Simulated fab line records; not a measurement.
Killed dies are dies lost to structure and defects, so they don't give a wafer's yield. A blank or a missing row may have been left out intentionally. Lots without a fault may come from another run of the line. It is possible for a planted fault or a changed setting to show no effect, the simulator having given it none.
The tool behind it: which one? / flow n5_finfet / 10 lots with 30 wafers sampled at 7 steps, on a route of 1938 steps

== WHAT THE GAUGES SHOWED, per wafer ==
N5_BEOL_M12_INSPECT_55: inspects for defects (darkfield). Usual: raw_defect_count reads 66 (standard deviation 21).
lot=L475; measured=day 12 04:08; on=defect_inspect-02; raw_defect_count=84 64 92; flag=
lot=L476; measured=day 12 05:43; on=defect_inspect-02; raw_defect_count=44 64 127; flag=
lot=L479; measured=day 13 06:11; on=defect_inspect-01; raw_defect_count=35 34 29; flag=
lot=L478; measured=day 13 06:50; on=defect_inspect-01; raw_defect_count=81 102 69; flag=
lot=L484; measured=day 13 13:29; on=defect_inspect-01; raw_defect_count=55 56 46; flag=
lot=L480; measured=day 13 15:34; on=defect_inspect-01; raw_defect_count=41 57 50; flag=
lot=L487; measured=day 14 05:54; on=defect_inspect-01; raw_defect_count=47 40 309; flag=OFF
lot=L488; measured=day 15 06:15; on=defect_inspect-02; raw_defect_count=340 118 123; flag=OFF
lot=L495; measured=day 17 15:14; on=defect_inspect-01; raw_defect_count=70 64 78; flag=
lot=L496; measured=day 17 17:58; on=defect_inspect-01; raw_defect_count=90 37 64; flag=

N5_BEOL_M13_INSPECT_12: inspects for defects (macro). Usual: raw_defect_count reads 2.0 (standard deviation 1.5).
lot=L475; measured=day 12 04:41; on=defect_inspect-01; raw_defect_count=0 2 3; flag=
lot=L476; measured=day 12 06:19; on=defect_inspect-02; raw_defect_count=4 3 3; flag=
lot=L479; measured=day 13 06:44; on=defect_inspect-02; raw_defect_count=1 4 1; flag=
lot=L478; measured=day 13 07:23; on=defect_inspect-01; raw_defect_count=0 6 1; flag=
lot=L484; measured=day 13 14:10; on=defect_inspect-02; raw_defect_count=1 2 1; flag=
lot=L480; measured=day 13 16:06; on=defect_inspect-02; raw_defect_count=1 4 0; flag=
lot=L487; measured=day 14 06:34; on=defect_inspect-01; raw_defect_count=2 1 258; flag=OFF
lot=L488; measured=day 15 06:47; on=defect_inspect-01; raw_defect_count=277 3 1; flag=OFF
lot=L495; measured=day 17 15:47; on=defect_inspect-02; raw_defect_count=1 0 3; flag=
lot=L496; measured=day 17 18:31; on=defect_inspect-01; raw_defect_count=1 1 2; flag=

N5_BEOL_M13_INSPECT_30: inspects for defects (macro). Usual: raw_defect_count reads 2.2 (standard deviation 1.4).
lot=L475; measured=day 12 05:49; on=defect_inspect-02; raw_defect_count=3 2 1; flag=
lot=L476; measured=day 12 07:17; on=defect_inspect-02; raw_defect_count=6 3 2; flag=
lot=L479; measured=day 13 07:48; on=defect_inspect-02; raw_defect_count=3 3 1; flag=
lot=L478; measured=day 13 08:20; on=defect_inspect-02; raw_defect_count=4 1 1; flag=
lot=L484; measured=day 13 15:07; on=defect_inspect-01; raw_defect_count=0 4 0; flag=
lot=L480; measured=day 13 17:03; on=defect_inspect-01; raw_defect_count=2 2 1; flag=
lot=L487; measured=day 14 07:31; on=defect_inspect-02; raw_defect_count=1 1 254; flag=OFF
lot=L488; measured=day 15 07:44; on=defect_inspect-01; raw_defect_count=273 2 2; flag=OFF
lot=L495; measured=day 17 16:44; on=defect_inspect-02; raw_defect_count=0 3 4; flag=
lot=L496; measured=day 17 19:35; on=defect_inspect-01; raw_defect_count=3 2 1; flag=

== TOOL THAT RAN EACH LOT (tool first, then ch and the chambers of the sampled wafers, then the start) ==
lot=L475; N5_BEOL_M12_SPUTTER_43=pvd_sputter-03, day 12 02:53; N5_BEOL_M12_SPUTTER_45=pvd_sputter-03, day 12 03:03; N5_BEOL_M12_PRE_CLEAN_52=pecvd-03 ch 0,2, day 12 04:00; N5_BEOL_M13_ILD_DEP_00=pecvd-01 ch 0,1, day 12 04:10
lot=L476; N5_BEOL_M12_SPUTTER_43=pvd_sputter-03, day 12 03:49; N5_BEOL_M12_SPUTTER_45=pvd_sputter-03, day 12 03:58; N5_BEOL_M12_PRE_CLEAN_52=pecvd-01 ch 0,2, day 12 05:35; N5_BEOL_M13_ILD_DEP_00=pecvd-02 ch 0,1, day 12 05:45
lot=L479; N5_BEOL_M12_SPUTTER_43=pvd_sputter-01, day 13 05:01; N5_BEOL_M12_SPUTTER_45=pvd_sputter-01, day 13 05:11; N5_BEOL_M12_PRE_CLEAN_52=pecvd-03 ch 1,2, day 13 06:04; N5_BEOL_M13_ILD_DEP_00=pecvd-04 ch 0,1,2, day 13 06:13
lot=L478; N5_BEOL_M12_SPUTTER_43=pvd_sputter-01, day 13 05:25; N5_BEOL_M12_SPUTTER_45=pvd_sputter-01, day 13 05:35; N5_BEOL_M12_PRE_CLEAN_52=pecvd-03 ch 0,1, day 13 06:44; N5_BEOL_M13_ILD_DEP_00=pecvd-04 ch 0,1,2, day 13 06:53
lot=L484; N5_BEOL_M12_SPUTTER_43=pvd_sputter-03, day 13 12:19; N5_BEOL_M12_SPUTTER_45=pvd_sputter-03, day 13 12:29; N5_BEOL_M12_PRE_CLEAN_52=pecvd-03 ch 0,1, day 13 13:22; N5_BEOL_M13_ILD_DEP_00=pecvd-04 ch 0,2, day 13 13:31
lot=L480; N5_BEOL_M12_SPUTTER_43=pvd_sputter-01, day 13 14:23; N5_BEOL_M12_SPUTTER_45=pvd_sputter-01, day 13 14:33; N5_BEOL_M12_PRE_CLEAN_52=pecvd-03 ch 0,1, day 13 15:26; N5_BEOL_M13_ILD_DEP_00=pecvd-04 ch 1,2, day 13 15:35
lot=L487; N5_BEOL_M12_SPUTTER_43=pvd_sputter-03, day 14 04:44; N5_BEOL_M12_SPUTTER_45=pvd_sputter-03, day 14 04:54; N5_BEOL_M12_PRE_CLEAN_52=pecvd-03 ch 0,1,2, day 14 05:47; N5_BEOL_M13_ILD_DEP_00=pecvd-04 ch 1,2, day 14 05:56
lot=L488; N5_BEOL_M12_SPUTTER_43=pvd_sputter-01, day 15 05:05; N5_BEOL_M12_SPUTTER_45=pvd_sputter-01, day 15 05:14; N5_BEOL_M12_PRE_CLEAN_52=pecvd-03 ch 0,1,2, day 15 06:09; N5_BEOL_M13_ILD_DEP_00=pecvd-04 ch 0,1,2, day 15 06:20
lot=L495; N5_BEOL_M12_SPUTTER_43=pvd_sputter-01, day 17 14:04; N5_BEOL_M12_SPUTTER_45=pvd_sputter-01, day 17 14:13; N5_BEOL_M12_PRE_CLEAN_52=pecvd-01 ch 0,1, day 17 15:07; N5_BEOL_M13_ILD_DEP_00=pecvd-01 ch 0,1, day 17 15:17
lot=L496; N5_BEOL_M12_SPUTTER_43=pvd_sputter-03, day 17 16:34; N5_BEOL_M12_SPUTTER_45=pvd_sputter-03, day 17 16:43; N5_BEOL_M12_PRE_CLEAN_52=pecvd-02 ch 0,1,2, day 17 17:51; N5_BEOL_M13_ILD_DEP_00=pecvd-02 ch 0,1,2, day 17 18:00
- N5_BEOL_M12_SPUTTER_43: material TaN, target thk 15 nm, time 24.19 s.
- N5_BEOL_M12_SPUTTER_45: material Cu, target thk 80 nm, time 13.33 s.
- N5_BEOL_M12_PRE_CLEAN_52: time 15 s.
- N5_BEOL_M13_ILD_DEP_00: deposits SiOC from DEMS/O2, target thk 837.92 nm, time 166.4 s.

== WHAT THE TOOLS THEMSELVES READ (means of the sampled wafers that have a number; where no wafer has one, the mark that the record gives instead) ==
N5_BEOL_M12_SPUTTER_43. Usual: cathode_dc_power_W 15000 W, standard deviation 2.6; throttle_valve_pct 30.2 %, standard deviation 0.94.
lot=L475; tool=pvd_sputter-03; cathode_dc_power_W (W)=15000; throttle_valve_pct (%)=30.4; flag=
lot=L476; tool=pvd_sputter-03; cathode_dc_power_W (W)=15001; throttle_valve_pct (%)=30.2; flag=
lot=L479; tool=pvd_sputter-01; cathode_dc_power_W (W)=15001; throttle_valve_pct (%)=30.9; flag=
lot=L478; tool=pvd_sputter-01; cathode_dc_power_W (W)=15001; throttle_valve_pct (%)=31.1; flag=
lot=L484; tool=pvd_sputter-03; cathode_dc_power_W (W)=14998; throttle_valve_pct (%)=30.2; flag=
lot=L480; tool=pvd_sputter-01; cathode_dc_power_W (W)=15000; throttle_valve_pct (%)=30.4; flag=
lot=L487; tool=pvd_sputter-03; cathode_dc_power_W (W)=15000; throttle_valve_pct (%)=30.4; flag=
lot=L488; tool=pvd_sputter-01; cathode_dc_power_W (W)=14998; throttle_valve_pct (%)=30.6; flag=
lot=L495; tool=pvd_sputter-01; cathode_dc_power_W (W)=15000; throttle_valve_pct (%)=30.5; flag=
lot=L496; tool=pvd_sputter-03; cathode_dc_power_W (W)=14999; throttle_valve_pct (%)=29.8; flag=

N5_BEOL_M12_SPUTTER_45. Usual: cathode_dc_power_W 26000 W, standard deviation 4.7; throttle_valve_pct 30.2 %, standard deviation 0.92.
lot=L475; tool=pvd_sputter-03; cathode_dc_power_W (W)=26000; throttle_valve_pct (%)=30.4; flag=
lot=L476; tool=pvd_sputter-03; cathode_dc_power_W (W)=26001; throttle_valve_pct (%)=30.2; flag=
lot=L479; tool=pvd_sputter-01; cathode_dc_power_W (W)=26001; throttle_valve_pct (%)=30.9; flag=
lot=L478; tool=pvd_sputter-01; cathode_dc_power_W (W)=26000; throttle_valve_pct (%)=30.8; flag=
lot=L484; tool=pvd_sputter-03; cathode_dc_power_W (W)=25999; throttle_valve_pct (%)=30.2; flag=
lot=L480; tool=pvd_sputter-01; cathode_dc_power_W (W)=25998; throttle_valve_pct (%)=30.1; flag=
lot=L487; tool=pvd_sputter-03; cathode_dc_power_W (W)=26002; throttle_valve_pct (%)=30.4; flag=
lot=L488; tool=pvd_sputter-01; cathode_dc_power_W (W)=26002; throttle_valve_pct (%)=30.5; flag=
lot=L495; tool=pvd_sputter-01; cathode_dc_power_W (W)=26001; throttle_valve_pct (%)=30.5; flag=
lot=L496; tool=pvd_sputter-03; cathode_dc_power_W (W)=25996; throttle_valve_pct (%)=29.9; flag=

N5_BEOL_M13_ILD_DEP_00. Usual: heater_power_outer_w 289 W, standard deviation 53; heater_power_w 535 W, standard deviation 87; showerhead_plenum_p_Torr 5.693 Torr, standard deviation 0.017; showerhead_vpp_V 1401 V, standard deviation 64; throttle_valve_pct 12.1 %, standard deviation 0.71.
lot=L475; tool=pecvd-01; heater_power_outer_w (W)=301; heater_power_w (W)=569; showerhead_plenum_p_Torr (Torr)=5.676; showerhead_vpp_V (V)=1330; throttle_valve_pct (%)=11.6; flag=
lot=L476; tool=pecvd-02; heater_power_outer_w (W)=291; heater_power_w (W)=504; showerhead_plenum_p_Torr (Torr)=5.701; showerhead_vpp_V (V)=1413; throttle_valve_pct (%)=11.9; flag=
lot=L479; tool=pecvd-04; heater_power_outer_w (W)=307; heater_power_w (W)=575; showerhead_plenum_p_Torr (Torr)=5.695; showerhead_vpp_V (V)=1399; throttle_valve_pct (%)=12.2; flag=
lot=L478; tool=pecvd-04; heater_power_outer_w (W)=331; heater_power_w (W)=617; showerhead_plenum_p_Torr (Torr)=5.703; showerhead_vpp_V (V)=1397; throttle_valve_pct (%)=12.5; flag=
lot=L484; tool=pecvd-04; heater_power_outer_w (W)=340; heater_power_w (W)=597; showerhead_plenum_p_Torr (Torr)=5.691; showerhead_vpp_V (V)=1375; throttle_valve_pct (%)=11.7; flag=
lot=L480; tool=pecvd-04; heater_power_outer_w (W)=291; heater_power_w (W)=590; showerhead_plenum_p_Torr (Torr)=5.699; showerhead_vpp_V (V)=1402; throttle_valve_pct (%)=12.7; flag=
lot=L487; tool=pecvd-04; heater_power_outer_w (W)=316; heater_power_w (W)=592; showerhead_plenum_p_Torr (Torr)=5.697; showerhead_vpp_V (V)=1393; throttle_valve_pct (%)=12.0; flag=
lot=L488; tool=pecvd-04; heater_power_outer_w (W)=338; heater_power_w (W)=611; showerhead_plenum_p_Torr (Torr)=5.699; showerhead_vpp_V (V)=1404; throttle_valve_pct (%)=12.4; flag=
lot=L495; tool=pecvd-01; heater_power_outer_w (W)=272; heater_power_w (W)=537; showerhead_plenum_p_Torr (Torr)=5.690; showerhead_vpp_V (V)=1357; throttle_valve_pct (%)=12.1; flag=
lot=L496; tool=pecvd-02; heater_power_outer_w (W)=255; heater_power_w (W)=467; showerhead_plenum_p_Torr (Torr)=5.696; showerhead_vpp_V (V)=1438; throttle_valve_pct (%)=11.7; flag=

== THE ANSWER, worked out from the rows above alone ==
Rule: take the mean of a lot's wafers that have a number; if it is more than 3 standard deviations from the usual mean, the lot is off. Also off: a lot with no number at a reading for which 4 or more lots have one. Any other lot the step has rows for is counted as sound. The gauges are gone through in route order, then the tools' own readings, and for those a lot's mean is taken as printed above. The first step at which some lot is off is used, and at that step the reading that is off furthest; a lot without a number counts as furthest.
Off, at N5_BEOL_M12_INSPECT_55 on raw_defect_count: L487, L488.
A tool fits if, at a process step before that reading, it ran every lot that is off, and no sound lot after the first of them. The gauges at N5_BEOL_M12_INSPECT_55 are tried like those tools. One fits: N5_BEOL_M12_PRE_CLEAN_52 on pecvd-03. A fault onset in the window from L480 (day 13 15:26, its last sound lot) to L487 (day 14 05:47, its first lot off) fits.

== WHAT THE SIMULATOR HAD INSERTED ==
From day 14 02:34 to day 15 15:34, pecvd-03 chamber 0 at N5_BEOL_M12_PRE_CLEAN_52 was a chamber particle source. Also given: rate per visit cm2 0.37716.
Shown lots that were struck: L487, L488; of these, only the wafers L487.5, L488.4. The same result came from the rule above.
